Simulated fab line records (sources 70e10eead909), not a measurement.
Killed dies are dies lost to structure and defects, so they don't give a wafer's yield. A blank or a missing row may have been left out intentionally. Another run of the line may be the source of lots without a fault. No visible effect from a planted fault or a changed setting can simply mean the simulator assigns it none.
Which tool was responsible? | flow nand-harc | route of 1302 steps, sampled at 1 step: 6 lots, 18 wafers

WHAT THE GAUGES READ, wafer by wafer
NHARC_A_SLIT_CD_MEAS_09 targets a cd of 300 nm.
lot  | measured     | on        | cd-nm (nm)
L642 | day 21 02:36 | cd-sem-02 | 299.4 299.5 300.0
L648 | day 23 12:14 | cd-sem-02 | 300.5 299.4 298.7
L651 | day 24 18:16 | cd-sem-03 | 299.9 300.6 300.1
L653 | day 25 09:40 | cd-sem-01 | 299.0 299.2 298.7
L658 | day 27 15:29 | cd-sem-01 | 299.7 299.7 300.2
L661 | day 28 18:23 | cd-sem-01 | 299.8 299.3 299.6

WHICH TOOL RAN EACH LOT (tool, then ch and the chambers of the sampled wafers, then the start)
The record holds no process step before these readings.

THE ANSWER, worked out from the rows above alone
Rule: the usual values come from the lots themselves. Put in order of their means at a reading, lots are off if they are a third of the lots or fewer, leave a main group of 4 or more, and stand apart from it by a gap of 3 or more times the standard deviation of the main group's means; of several such gaps the widest counts. Not used: any main group whose means are identical at the precision the tables above print for the reading. Also off: a lot with no number at a reading for which 4 or more lots have one. All remaining lots with rows at the step are treated as sound.
Across all readings shown, no lot is off: no conclusion can be drawn from this.

WHAT WAS PUT IN BY THE SIMULATOR
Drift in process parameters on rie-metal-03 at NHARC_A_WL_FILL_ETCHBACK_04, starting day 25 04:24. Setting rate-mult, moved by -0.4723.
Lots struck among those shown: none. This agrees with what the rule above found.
